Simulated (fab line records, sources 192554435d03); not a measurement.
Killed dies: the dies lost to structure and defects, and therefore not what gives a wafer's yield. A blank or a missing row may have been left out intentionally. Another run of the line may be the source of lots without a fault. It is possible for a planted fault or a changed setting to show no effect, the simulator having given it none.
fab line records    flow n5Finfet
record: lots: 10  wafers: 29  lastDay: 19
route steps=1938 shown BEOL_M14@1733 PASSIVATION@1936
lots that met no fault: taken from a fault-free run of the same line
startH: hours from the record's first day to the start of the lot's first wafer shown    waitH: hours from the lot's prior step to this one    " identical to the entry in the row above    L1.1+2: a row that stands for several wafers    - no value present, or no start provided    * or withheld: withheld    < > ~ a bound
route shown NAME@n: a module of which the file shows steps, and the number in the route of the first    usual: mean/standard deviation of fault-free wafers    same: alike in all rows    chamber/n: place in a boat    sites: per-site readings    _std_site: standard deviation across them    _edge_site: inner sites' mean taken away from outer sites' mean    radiusMm: for every site, how far away it sits from the centre of the wafer    mask NAME#n: copy n    behind: tool/chamber where the wafer was last shaped    hold: reason for holding the lot/hours on hold/outcome of the hold    device: names the non-switching transistor (n, p or np)    end of line: the tests these same wafers got at the end of their route    step lacking rows: just its recipe    killed: at the first sort, the dies lost to defects and structure; wafer yield is something else    map: dies across one wafer; x = killed, . = not, _ = none there
set.NAME: the setting the step ran with; set.NAME@STEP: the setting that earlier step ran with    model.NAME: the simulator's own value behind a step, which no gauge read
a sample of lots followed through the steps of the route, with each step as a table and each wafer as a row
services: the hour from which a tool's chamber was out of use, counted from the record's first day as startH (under 0 if before that day), plus the number of hours and why
== steps ==
step: N5_BEOL_M14_STRIP_64
recipe: chemistry: O2  powerW: 600  tempC: 60  pressureMtorr: 30  rfFrequencyHz: 6e+07  biasPowerW: 0  overashFraction: 0.3  o2FlowSccm: 225
usual: chamberPressureMTorr: 30.000/0.026  drypumpMotorCurrentA: 5.5/0.43  oesProductAu: 0.81/0.055  rfVppV: 3.6/0.5  showerheadPlenumPTorr: 2.11/0.078  throttleValvePct: 16.65/0.16
lot.wafer  tool        chamber  startH  waitH  chamberPressureMTorr  drypumpMotorCurrentA  oesProductAu  rfHoursCounterH  rfVppV  showerheadPlenumPTorr  throttleValvePct
L641.1     rieDiel-03  0        -       -      30.022                5.3                   0.74          158              3.5     2.03                   16.83
L641.2     "           3        "       "      30.028                5.5                   0.77          116              3.7     2.19                   16.52
L641.6     "           2        "       "      29.971                5.6                   0.74          -                3.3     2.01                   16.78
L640.2     rieDiel-01  0        -       -      30.002                5.5                   0.85          47               4.3     2.04                   16.56
L640.3     "           2        "       "      30.006                6.0                   0.95          14               4.0     2.22                   16.50
L640.5     "           2        "       "      29.993                5.9                   0.94          -                3.2     2.22                   16.48
L642.3     rieDiel-04  2        -       -      29.973                5.4                   0.78          124              3.8     2.10                   16.41
L642.6     "           1        "       "      30.005                6.5                   0.83          -                4.1     2.03                   16.88
L645.1     rieDiel-01  1        -       -      30.021                5.2                   0.85          46               3.7     2.14                   16.50
L645.4     "           3        "       "      30.015                5.0                   0.84          77               3.8     2.13                   16.53
L645.6     "           0        "       "      29.975                5.5                   0.83          -                3.3     2.04                   16.58
L647.1     rieDiel-01  3        -       -      30.017                5.0                   0.84          81               3.4     2.12                   16.54
L647.3     "           2        "       "      29.998                5.9                   0.91          31               3.5     2.22                   16.53
L647.6     "           3        "       "      29.998                5.0                   0.84          -                3.9     2.12                   16.53
L648.2     rieDiel-01  3        -       -      29.986                4.9                   0.84          82               2.9     2.12                   16.54
L648.4     "           1        "       "      30.023                5.2                   0.84          51               3.6     2.13                   16.52
L648.5     "           1        "       "      30.022                5.2                   0.84          -                3.4     2.13                   16.50
L651.1     rieDiel-01  3        -       -      30.033                4.9                   0.82          95               3.6     2.12                   16.55
L651.4     "           2        "       "      29.967                5.9                   0.88          45               3.8     2.21                   16.54
L651.5     "           2        "       "      30.016                5.9                   0.87          -                3.7     2.21                   16.56
L653.1     rieDiel-04  2        -       -      29.982                5.4                   0.76          148              3.1     2.09                   16.43
L653.5     "           0        "       "      29.977                5.1                   0.83          -                2.6     2.06                   16.74
L653.6     "           1        "       "      30.001                6.5                   0.80          -                3.8     2.02                   16.95
L656.4     rieDiel-03  0        -       -      30.040                5.4                   0.71          204              4.3     2.01                   16.91
L656.5     "           3        "       "      29.984                5.4                   0.74          -                4.1     2.18                   16.61
L656.6     "           0        "       "      29.992                5.4                   0.70          -                2.8     2.01                   16.91
L662.1     rieDiel-01  0        -       -      29.993                5.4                   0.79          103              4.2     2.02                   16.65
L662.5     "           0        "       "      29.959                5.5                   0.79          -                3.7     2.02                   16.65
L662.6     "           3        "       "      30.008                4.9                   0.80          -                3.5     2.11                   16.61
step: N5_BEOL_M14_INSPECT_30
recipe: mode: adi  inspectInstrument: macro
usual: rawDefectCount: 2.2/1.4
lot.wafer  tool              chamber  startH  waitH  rawDefectCount
L641.1     defectInspect-01  -        262.19  0.0    1
L641.2     "                 -        "       "      3
L641.6     "                 -        "       "      2
L640.2     defectInspect-02  -        271.00  0.0    1
L640.3     "                 -        "       "      4
L640.5     "                 -        "       "      3
L642.3     defectInspect-01  -        279.44  0.0    4
L642.6     "                 -        "       "      2
L645.1     defectInspect-02  -        307.32  0.0    1
L645.4     "                 -        "       "      3
L645.6     "                 -        "       "      1
L647.1     defectInspect-01  -        322.34  0.0    1
L647.3     "                 -        "       "      1
L647.6     "                 -        "       "      3
L648.2     defectInspect-01  -        326.16  0.0    3
L648.4     "                 -        "       "      1
L648.5     "                 -        "       "      3
L651.1     defectInspect-02  -        360.19  0.0    3
L651.4     "                 -        "       "      3
L651.5     "                 -        "       "      2
L653.1     defectInspect-02  -        376.52  0.0    2
L653.5     "                 -        "       "      2
L653.6     "                 -        "       "      1
L656.4     defectInspect-02  -        395.47  0.0    4
L656.5     "                 -        "       "      1
L656.6     "                 -        "       "      2
L662.1     defectInspect-02  -        421.80  0.0    0
L662.5     "                 -        "       "      3
L662.6     "                 -        "       "      1
step: N5_BEOL_M14_ETCH_67
recipe: chemistry: CF4  target: SiARC  targetDepthA: 1430  timeS: 238.3  ionEnergyEv: 80  pressureMtorr: 40  sourceW: 545  biasW: 36  Ar_flow_sccm: 100  cf4FlowSccm: 100  ends: cleared
usual: chamberPressureMTorr: 40.00/0.034  drypumpMotorCurrentA: 5.5/0.36  etchRfOnTimeS: 237/6.1  oesProductAu: 0.69/0.049  rfVppV: 184.3/1.4  showerheadPlenumPTorr: 2.16/0.078  throttleValvePct: 15.56/0.15
lot.wafer  tool        chamber  startH  waitH  chamberPressureMTorr  drypumpMotorCurrentA  etchRfOnTimeS  oesProductAu  rfHoursCounterH  rfVppV  showerheadPlenumPTorr  throttleValvePct
L641.1     rieDiel-04  1        262.26  0.0    40.02                 6.5                   230            0.72          77               183.7   2.10                   15.87
L641.2     "           2        "       "      39.99                 5.4                   246            0.66          119              182.3   2.15                   15.34
L641.6     "           3        "       "      40.00                 5.8                   234            0.76          -                186.7   2.26                   15.57
L640.2     rieDiel-01  0        271.07  0.0    39.96                 5.5                   240            0.71          47               183.3   2.10                   15.54
L640.3     "           3        "       "      39.95                 4.9                   235            0.74          64               184.7   2.17                   15.44
L640.5     "           0        "       "      39.97                 5.5                   240            0.71          -                183.8   2.10                   15.53
L642.3     rieDiel-03  0        279.51  0.0    40.07                 5.3                   245            0.63          162              183.4   2.06                   15.67
L642.6     "           1        "       "      39.98                 5.3                   230            0.73          -                184.6   2.26                   15.24
L645.1     rieDiel-04  1        307.39  0.0    40.02                 6.5                   231            0.71          90               182.5   2.09                   15.90
L645.4     "           3        "       "      40.03                 5.9                   234            0.74          51               185.9   2.26                   15.62
L645.6     "           3        "       "      39.97                 5.9                   233            0.74          -                186.8   2.26                   15.62
L647.1     rieDiel-01  2        322.41  0.0    39.97                 6.0                   229            0.78          31               185.9   2.27                   15.50
L647.3     "           1        "       "      40.06                 5.3                   232            0.73          50               183.2   2.18                   15.47
L647.6     "           1        "       "      40.00                 5.3                   231            0.72          -                183.9   2.18                   15.47
L648.2     rieDiel-01  0        326.35  0.0    40.06                 5.5                   240            0.69          65               182.2   2.09                   15.57
L648.4     "           1        "       "      39.99                 5.2                   233            0.72          51               184.8   2.18                   15.46
L648.5     "           2        "       "      39.92                 5.9                   233            0.78          -                187.1   2.27                   15.50
L651.1     rieDiel-01  2        360.29  0.0    39.98                 6.0                   232            0.76          46               186.3   2.27                   15.53
L651.4     "           0        "       "      39.97                 5.4                   236            0.69          78               183.4   2.09                   15.59
L651.5     "           1        "       "      39.96                 5.3                   234            0.70          -                183.1   2.18                   15.50
L653.1     rieDiel-03  3        376.59  0.0    39.96                 5.5                   242            0.62          150              187.8   2.23                   15.60
L653.5     "           1        "       "      40.03                 5.3                   229            0.70          -                186.0   2.24                   15.29
L653.6     "           0        "       "      40.07                 5.3                   245            0.60          -                182.6   2.05                   15.75
L656.4     rieDiel-03  1        395.85  0.0    40.00                 5.3                   230            0.70          109              184.9   2.24                   15.33
L656.5     "           0        "       "      40.03                 5.3                   247            0.60          -                181.5   2.04                   15.77
L656.6     "           1        "       "      40.02                 5.3                   228            0.69          -                183.8   2.24                   15.34
L662.1     rieDiel-01  1        422.09  0.0    39.97                 5.2                   235            0.67          90               184.7   2.17                   15.53
L662.5     "           1        "       "      40.02                 5.2                   234            0.68          -                183.4   2.17                   15.55
L662.6     "           0        "       "      40.03                 5.5                   239            0.66          -                184.2   2.08                   15.63
step: N5_BEOL_M14_DEP_53
recipe: material: SiCN  targetThkA: 500  tempC: withheld  precursor: 3MS/NH3  pressureTorr: 3  rfW: 675  timeS: 17.8
usual: showerheadPlenumPTorr: 4.146/0.028  showerheadVppV: 1659/99  throttleValvePct: 17.7/0.43
lot.wafer  tool      chamber  startH  waitH  showerheadPlenumPTorr  showerheadVppV  throttleValvePct
L641.1     pecvd-02  2        269.30  0.0    4.177                  1667            17.5
L641.2     "         0        "       "      4.155                  1705            17.9
L641.6     "         1        "       "      4.166                  1647            17.3
L640.2     pecvd-03  2        276.87  0.0    4.099                  1786            17.3
L640.3     "         0        "       "      4.134                  1657            17.8
L640.5     "         0        "       "      4.144                  1668            17.5
L642.3     pecvd-03  2        283.34  0.0    4.099                  1767            17.9
L642.6     "         2        "       "      4.094                  1759            17.6
L645.1     pecvd-02  1        315.79  0.0    4.168                  1666            17.9
L645.4     "         0        "       "      4.148                  1704            17.8
L645.6     "         2        "       "      4.176                  1687            17.5
L647.1     pecvd-01  1        324.65  0.0    4.148                  1802            18.4
L647.3     "         0        "       "      4.198                  1402            16.4
L647.6     "         0        "       "      4.204                  1375            16.7
L648.2     pecvd-02  1        334.22  0.0    4.152                  1646            17.6
L648.4     "         1        "       "      4.168                  1627            17.8
L648.5     "         0        "       "      4.160                  1705            18.0
L651.1     pecvd-03  0        363.97  0.0    4.141                  1640            17.5
L651.4     "         1        "       "      4.154                  1556            17.8
L651.5     "         0        "       "      4.131                  1648            17.5
L653.1     pecvd-03  2        381.95  0.0    4.091                  1762            17.9
L653.5     "         0        "       "      4.139                  1677            17.7
L653.6     "         1        "       "      4.158                  1562            18.1
L656.4     pecvd-03  1        400.33  0.0    4.159                  1559            17.9
L656.5     "         0        "       "      4.147                  1619            17.5
L656.6     "         2        "       "      4.100                  1771            17.9
L662.1     pecvd-02  0        424.70  0.0    4.157                  1713            17.9
L662.5     "         0        "       "      4.166                  1721            18.0
L662.6     "         2        "       "      4.181                  1688            17.6
step: N5_BEOL_M14_INSPECT_55
recipe: inspectInstrument: darkfield  mode: postDep
usual: rawDefectCount: 71/25
lot.wafer  tool              chamber  startH  waitH  rawDefectCount
L641.1     defectInspect-01  -        269.39  0.0    104
L641.2     "                 -        "       "      108
L641.6     "                 -        "       "      98
L640.2     defectInspect-01  -        276.96  0.0    67
L640.3     "                 -        "       "      62
L640.5     "                 -        "       "      112
L642.3     defectInspect-02  -        283.44  0.0    46
L642.6     "                 -        "       "      62
L645.1     defectInspect-02  -        315.88  0.0    74
L645.4     "                 -        "       "      73
L645.6     "                 -        "       "      94
L647.1     defectInspect-01  -        324.74  0.0    67
L647.3     "                 -        "       "      57
L647.6     "                 -        "       "      34
L648.2     defectInspect-01  -        334.31  0.0    79
L648.4     "                 -        "       "      96
L648.5     "                 -        "       "      76
L651.1     defectInspect-02  -        364.07  0.0    527
L651.4     "                 -        "       "      551
L651.5     "                 -        "       "      532
L653.1     defectInspect-01  -        382.04  0.0    517
L653.5     "                 -        "       "      562
L653.6     "                 -        "       "      553
L656.4     defectInspect-01  -        400.41  0.0    538
L656.5     "                 -        "       "      486
L656.6     "                 -        "       "      497
L662.1     defectInspect-02  -        424.79  0.0    66
L662.5     "                 -        "       "      48
L662.6     "                 -        "       "      65
step: N5_PASSIVATION_PROBE_49
usual: defectLimitedYield: 91.0/1.5  killed_at_M0_to_M3: 35/11  killed_at_M4_up: 13/5  killedAtContacts: 12/5.9  killedAtFrontEnd: 42/13  killedAtOther: 3/3.2  killedDies: 106/18  killedOnRim: 14/4.2  killedOpen: 69/13  killedShort: 35/8.9  sort_bin_5_function: 5.2/0.95  sort_bin_6_memory: 3.3/0.71  sortNPass: 1074/18  sortYieldPct: 91.0/1.5
same: grossDies: 1180  killedAtBackSide: 0  sort_bin_4_leakage[%]: 0  sort_bin_8_speed[%]: 0
lot.wafer  tool       chamber  startH  waitH  defectLimitedYield[%]  killed_at_M0_to_M3  killed_at_M4_up  killedAtContacts  killedAtFrontEnd  killedAtOther  killedDies  killedOnRim  killedOpen  killedShort  sort_bin_5_function[%]  sort_bin_6_memory[%]  sortNPass  sortYieldPct[%]
L648.2     prober-01  -        354.06  0.1    90.2                   26                  8                23                51                8              116         14           81          33           5.8                     3.6                   1064       90.2
L648.4     prober-01  -        354.16  0.2    90.0                   39                  21               20                36                2              118         18           74          44           6.2                     3.2                   1062       90.0
L648.5     prober-01  -        354.21  0.2    90.9                   28                  5                20                52                2              107         19           70          31           5.1                     3.4                   1073       90.9
L651.1     prober-02  -        390.60  0.0    83.6                   27                  99               13                54                0              193         28           78          25           10.3                    4.5                   987        83.6
L651.4     prober-02  -        390.75  0.2    77.2                   37                  135              14                81                2              269         14           100         45           14.5                    5.7                   911        77.2
L651.5     prober-02  -        390.80  0.2    83.6                   41                  93               4                 54                1              193         35           73          25           9.0                     4.4                   987        83.6
L653.1     prober-01  -        409.01  0.0    87.6                   35                  51               17                39                4              146         25           72          30           7.0                     4.2                   1034       87.6
L653.5     prober-01  -        409.21  0.2    82.9                   23                  95               12                70                2              202         29           85          29           10.8                    4.7                   978        82.9
L653.6     prober-01  -        409.26  0.3    83.2                   26                  124              3                 44                1              198         13           58          23           10.3                    3.9                   982        83.2
L656.4     prober-02  -        420.57  0.2    81.4                   40                  130              15                32                2              219         6            62          32           12.9                    3.9                   961        81.4
L656.5     prober-02  -        420.62  0.2    84.7                   49                  94               11                26                1              181         35           64          30           10.3                    3.3                   999        84.7
L656.6     prober-02  -        420.67  0.3    86.4                   45                  57               15                44                0              161         39           75          36           8.7                     3.4                   1019       86.4
killed by level:class
L648.2 MOL_CONTACT_COAG:geometricParticle:open=21 BEOL_M0_SAQP:geometricParticle:open=13 STI_FIN_REVEAL:geometricParticle:open=10 FIN_SAQP:geometricParticle:short=7 FIN_SAQP:geometricParticle:open=6 STARTING-WAFER:geometricParticle:short=6 DUMMY_GATE:geometricParticle:open=5 BEOL_M2:geometricParticle:open=5
L648.4 MOL_CONTACT_COAG:geometricParticle:open=18 FIN_SAQP:geometricParticle:short=14 BEOL_M0_SAQP:geometricParticle:short=14 BEOL_M0_SAQP:geometricParticle:open=12 STI_FIN_REVEAL:geometricParticle:open=8 BEOL_M4:geometricParticle:open=7 BEOL_M2:geometricParticle:open=6 BEOL_M5:geometricParticle:open=4
L648.5 MOL_CONTACT_COAG:geometricParticle:open=15 FIN_SAQP:geometricParticle:open=14 FIN_SAQP:geometricParticle:short=9 STI_FIN_REVEAL:geometricParticle:open=9 BEOL_M0_SAQP:geometricParticle:short=8 BEOL_M1:geometricParticle:open=7 MOL_CONTACT_COAG:geometricParticle:short=5 BEOL_M0_SAQP:geometricParticle:open=5
L651.1 BEOL_M14:unspecified=89 STI_FIN_REVEAL:geometricParticle:open=20 MOL_CONTACT_COAG:geometricParticle:open=13 BEOL_M2:geometricParticle:open=8 BEOL_M1:geometricParticle:open=7 GATE_CUT:geometricParticle:open=5 BEOL_M3:geometricParticle:open=5 FIN_SAQP:geometricParticle:open=4
L651.4 BEOL_M14:unspecified=124 STI_FIN_REVEAL:geometricParticle:open=28 FIN_SAQP:geometricParticle:short=17 BEOL_M3:geometricParticle:open=15 MOL_CONTACT_COAG:geometricParticle:open=10 FIN_SAQP:geometricParticle:open=8 GATE_CUT:geometricParticle:short=7 BEOL_M2:geometricParticle:open=7
L651.5 BEOL_M14:unspecified=85 STI_FIN_REVEAL:geometricParticle:open=15 BEOL_M2:geometricParticle:open=15 FIN_SAQP:geometricParticle:short=10 HKMG_FIN:areaEtch=9 BEOL_M0_SAQP:geometricParticle:short=7 BEOL_M1:geometricParticle:open=6 BEOL_M0_SAQP:geometricParticle:open=5
L653.1 BEOL_M14:unspecified=43 MOL_CONTACT_COAG:geometricParticle:open=12 FIN_SAQP:geometricParticle:open=11 BEOL_M0_SAQP:geometricParticle:short=10 DUMMY_GATE:geometricParticle:open=9 FIN_SAQP:geometricParticle:short=6 BEOL_M0_SAQP:geometricParticle:open=6 BEOL_M1:geometricParticle:open=6
L653.5 BEOL_M14:unspecified=86 FIN_SAQP:geometricParticle:open=25 MOL_CONTACT_COAG:geometricParticle:open=11 FIN_SAQP:geometricParticle:short=9 STI_FIN_REVEAL:geometricParticle:open=9 DUMMY_GATE:geometricParticle:open=8 BEOL_M0_SAQP:geometricParticle:open=7 GATE_CUT:geometricParticle:short=5
L653.6 BEOL_M14:unspecified=114 FIN_SAQP:geometricParticle:open=12 DUMMY_GATE:geometricParticle:open=7 BEOL_M2:geometricParticle:open=7 BEOL_M4:geometricParticle:open=5 BEOL_M0_SAQP:geometricParticle:short=5 FIN_SAQP:geometricParticle:short=4 STARTING-WAFER:geometricParticle:short=3
L656.4 BEOL_M14:unspecified=125 MOL_CONTACT_COAG:geometricParticle:open=12 FIN_SAQP:geometricParticle:open=11 BEOL_M0_SAQP:geometricParticle:open=11 BEOL_M1:geometricParticle:open=9 FIN_SAQP:geometricParticle:short=7 BEOL_M0_SAQP:geometricParticle:short=7 DUMMY_GATE:geometricParticle:open=6
L656.5 BEOL_M14:unspecified=87 BEOL_M0_SAQP:geometricParticle:open=15 BEOL_M0_SAQP:geometricParticle:short=11 BEOL_M3:geometricParticle:open=10 MOL_CONTACT_COAG:geometricParticle:open=9 FIN_SAQP:geometricParticle:open=7 FIN_SAQP:geometricParticle:short=4 BEOL_M1:geometricParticle:short=4
L656.6 BEOL_M14:unspecified=45 FIN_SAQP:geometricParticle:open=17 FIN_SAQP:geometricParticle:short=13 BEOL_M3:geometricParticle:open=12 MOL_CONTACT_COAG:geometricParticle:open=11 BEOL_M0_SAQP:geometricParticle:short=7 BEOL_M0_SAQP:geometricParticle:open=6 BEOL_M1:geometricParticle:open=6
== services ==
tool        chamber  startH  hours  kind
rieDiel-01  2        246.55  8.5    repair
pecvd-03    1        278.44  12.3   repair
rieDiel-01  1        287.24  4.2    repair
pecvd-02    -        299.94  5.5    pm
pecvd-03    0        300.65  12.7   repair
rieDiel-03  3        307.29  5.7    repair
pecvd-01    0        310.77  1.8    repair
pecvd-02    -        323.14  0.7    repair
rieDiel-04  2        323.48  19.8   repair
pecvd-01    -        326.53  0.5    repair
pecvd-01    -        330.65  0.3    repair
pecvd-01    -        332.47  1.4    repair
pecvd-03    0        338.57  5.5    scheduledDown
rieDiel-03  1        365.16  4.2    repair
rieDiel-01  -        366.85  0.9    repair
rieDiel-03  2        375.72  4.9    repair
rieDiel-04  -        381.01  2.8    pm
pecvd-03    0        383.19  5.0    scheduledDown
pecvd-01    2        383.35  2.1    scheduledDown
pecvd-02    1        383.62  -      clean
pecvd-02    1        383.62  -      consumableReplace:showerhead
pecvd-02    1        383.62  29.0   scheduledDown
pecvd-02    1        383.62  29.0   ventCycle
pecvd-03    1        392.58  5.5    scheduledDown
== key ==
firstSign: step: N5_BEOL_M14_INSPECT_55  reading: rawDefectCount  direction: up  sigmas: 18  usual: 71  struck: 529
effect: step: N5_PASSIVATION_PROBE_49  reading: killed_at_M4_up  direction: up  sigmas: 17  usual: 13  struck: 98
moreKillsBornAt: N5_BEOL_M14_DEP_53@pecvd-03: 798
metAt N5_BEOL_M14_DEP_53
struckLots L651,L653,L656
notActingAt N5_BEOL_M14_STRIP_64,N5_BEOL_M14_INSPECT_30,N5_BEOL_M14_ETCH_67
onsetBetween 283.34 363.97
fault: kind: chamberParticleSource  tool: pecvd-03  chamber: -  onsetH: 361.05  steps: N5_BEOL_M14_DEP_53  ratePerVisitCm2: 0.68454  endH: 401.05
